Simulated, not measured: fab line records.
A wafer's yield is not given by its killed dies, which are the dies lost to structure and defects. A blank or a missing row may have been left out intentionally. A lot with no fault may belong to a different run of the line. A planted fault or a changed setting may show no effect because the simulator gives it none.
Matching of chambers    flow n5-finfet    pecvd-03 running N5_BEOL_M5_PECVD_70: 3 sister chambers
The step deposits SiO2 from TEOS/O2, target thk 16 nm, time 18 s. 14 wafers are shown with their chamber, then 7 later ones without.

== WAFERS WITH THEIR CHAMBER ==
wafer   chamber  showerhead-plenum-p-Torr (Torr)  throttle-valve-pct (%)  heater-power-w (W)
L076.1  2        8.77                             21.2                    942
L076.2  1        8.75                             23.1                    902
L076.4  1        8.72                             23.6                    893
L079.1  2        8.79                             21.1                    909
L079.4  2        8.78                             21.1                    889
L079.6  1        8.72                             23.3                    878
L081.3  1        8.73                             23.3                    836
L081.4  0        8.86                             21.9                    692
L081.5  0        8.89                             22.1                    708
L090.3  0        8.89                             22.1                    589
L090.5  1        8.73                             23.5                    785
L090.6  0        8.88                             22.1                    607
L092.2  2        8.75                             19.5                    828
L092.4  0        8.87                             22.0                    654

SIGNATURES, as means of the wafers listed above
reading                   chamber 0  chamber 1  chamber 2  scatter within a chamber
showerhead-plenum-p-Torr  8.8780     8.7300     8.7725     0.014
throttle-valve-pct        22.040     23.360     20.725     0.446
heater-power-w            650.00     858.80     892.00     49.5
Rule: a wafer's distance from a chamber is the root of the sum, over the readings, of the square of ((its reading less the chamber's mean) divided by the reading's scatter). If the next closest chamber is less than 2 further off than the closest, the wafer can't be placed; otherwise it belongs to the closest. The scatter: the root of (the sum of the squares of (reading less its chamber's mean) over the shown wafers, divided by (wafers less chambers)).

== WAFERS WHOSE CHAMBER IS MISSING ==
wafer   showerhead-plenum-p-Torr (Torr)  throttle-valve-pct (%)  heater-power-w (W)
L092.6  8.74                             23.4                    873
L093.1  8.74                             23.5                    959
L093.4  8.73                             23.6                    936
L093.6  8.76                             20.0                    790
L095.3  8.88                             22.2                    707
L095.5  8.76                             19.7                    858
L095.6  8.73                             23.3                    940

== EACH ONE'S CHAMBER ==
wafer   from the rows above  in truth
L092.6  1                    1
L093.1  1                    1
L093.4  1                    1
L093.6  2                    2
L095.3  0                    0
L095.5  2                    2
L095.6  1                    1
7 of 7 placed correctly. Number that these rows cannot place: 0. Placed wrongly: 0.
